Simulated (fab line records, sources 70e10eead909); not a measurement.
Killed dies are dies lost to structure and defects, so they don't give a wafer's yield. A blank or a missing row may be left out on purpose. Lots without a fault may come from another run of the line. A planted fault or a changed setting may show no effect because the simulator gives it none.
Chamber matching | flow nand_harc | NHARC_THIN_TSV_ETCH_15 on rie_si-01: 4 sister chambers
The step target depth 3000 nm, bosch target overetch cycles 2, bosch etch step 2.8 s. 18 wafers are shown with their chamber, then 9 later ones without.

WAFERS WITH THEIR CHAMBER
wafer  | chamber | drypump_motor_current_A (A) | he_backside_leak_sccm (sccm)
L076.1 | 2       | 5.3                         | 2.61
L076.2 | 3       | 5.4                         | 2.68
L076.5 | 3       | 5.4                         | 2.62
L080.3 | 0       | 5.2                         | 3.02
L080.5 | 0       | 5.2                         | 3.14
L080.6 | 3       | 5.4                         | 2.85
L077.1 | 0       | 5.2                         | 2.62
L077.5 | 2       | 5.2                         | 2.73
L077.6 | 3       | 5.4                         | 2.57
L078.2 | 2       | 5.3                         | 2.74
L078.3 | 3       | 5.4                         | 2.84
L078.4 | 3       | 5.4                         | 2.86
L083.1 | 1       | 6.5                         | 2.83
L083.4 | 3       | 5.4                         | 2.71
L083.6 | 1       | 6.5                         | 2.73
L087.1 | 1       | 6.4                         | 2.88
L087.2 | 0       | 5.2                         | 2.91
L087.4 | 3       | 5.4                         | 2.79

SIGNATURES (means of the wafers above)
reading                 | chamber 0 | chamber 1 | chamber 2 | chamber 3 | scatter within a chamber
drypump_motor_current_A | 5.200     | 6.467     | 5.267     | 5.400     | 0.0309
he_backside_leak_sccm   | 2.9225    | 2.8133    | 2.6933    | 2.7400    | 0.136
Rule: a wafer's distance from a chamber is the root of the sum, over the readings, of the square of ((its reading less the chamber's mean) divided by the reading's scatter). The wafer belongs to the nearest chamber; if the next one is less than 2 further off, it can't be placed. The scatter: the root of (the sum of the squares of (reading less its chamber's mean) over the shown wafers, divided by (wafers less chambers)).

WAFERS WITHOUT THEIR CHAMBER
wafer  | drypump_motor_current_A (A) | he_backside_leak_sccm (sccm)
L093.3 | 5.3                         | 2.79
L093.5 | 5.2                         | 3.12
L093.6 | 5.3                         | 2.73
L094.1 | 5.3                         | 2.75
L094.2 | 5.2                         | 2.94
L094.6 | 5.2                         | 2.89
L097.1 | 5.4                         | 2.74
L097.2 | 6.5                         | 3.11
L097.4 | 5.2                         | 3.02

WHICH CHAMBER EACH WENT THROUGH
wafer  | from the rows above     | in truth
L093.3 | can't be placed: 2 or 3 | 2
L093.5 | 0                       | 0
L093.6 | 2                       | 2
L094.1 | 2                       | 2
L094.2 | 0                       | 0
L094.6 | 0                       | 0
L097.1 | 3                       | 3
L097.2 | 1                       | 1
L097.4 | 0                       | 0
Placed correctly: 8 of 9. Can't be placed from these rows: 1 (the true chamber is among the candidates in 1). Placed wrongly: 0.
